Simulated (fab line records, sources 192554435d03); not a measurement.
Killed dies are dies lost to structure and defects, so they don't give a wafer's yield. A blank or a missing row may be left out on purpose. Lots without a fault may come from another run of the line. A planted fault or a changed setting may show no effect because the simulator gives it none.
Chamber matching | flow n5_finfet | N5_MIM_TOP_ALD_00 on ald_hk-03: 4 sister chambers
The step deposits Al2O3, purge time 3 s, co reactant pulse time 3 s. 8 wafers are shown with their chamber, then 8 later ones without.

WAFERS WITH THEIR CHAMBER
wafer  | chamber | precursor_pulse_height_rel
L078.6 | 2       | 1.017
L084.3 | 3       | 0.972
L088.3 | 3       | 0.996
L088.4 | 2       | 1.034
L091.2 | 1       | 0.984
L091.3 | 0       | 1.021
L091.6 | 1       | 0.962
L089.1 | 0       | 0.991

WAFERS WITHOUT THEIR CHAMBER
wafer  | precursor_pulse_height_rel
L089.4 | 1.005
L089.5 | 1.024
L092.1 | 0.993
L092.2 | 1.005
L092.3 | 1.026
L097.3 | 0.997
L097.5 | 0.993
L097.6 | 1.022

WHICH CHAMBER EACH WENT THROUGH
wafer  | from the rows above               | in truth
L089.4 | can't be placed: 0 or 2 or 3 or 1 | 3
L089.5 | can't be placed: 2 or 0           | 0
L092.1 | can't be placed: 3 or 0 or 1 or 2 | 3
L092.2 | can't be placed: 0 or 2 or 3 or 1 | 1
L092.3 | can't be placed: 2 or 0           | 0
L097.3 | can't be placed: 0 or 3 or 1 or 2 | 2
L097.5 | can't be placed: 3 or 0 or 1 or 2 | 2
L097.6 | can't be placed: 2 or 0           | 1
Placed correctly: 0 of 8. Can't be placed from these rows: 8 (the true chamber is among the candidates in 7). Placed wrongly: 0.
How it was worked out, from the rows above alone: a wafer's distance from a chamber is the root of the sum, over the readings, of the square of ((its reading less the chamber's mean) divided by the reading's scatter). The wafer belongs to the nearest chamber; if the next one is less than 2 further off, it can't be placed. A chamber's mean is the mean of its shown wafers. The scatter: the root of (the sum of the squares of (reading less its chamber's mean) over the shown wafers, divided by (wafers less chambers)).
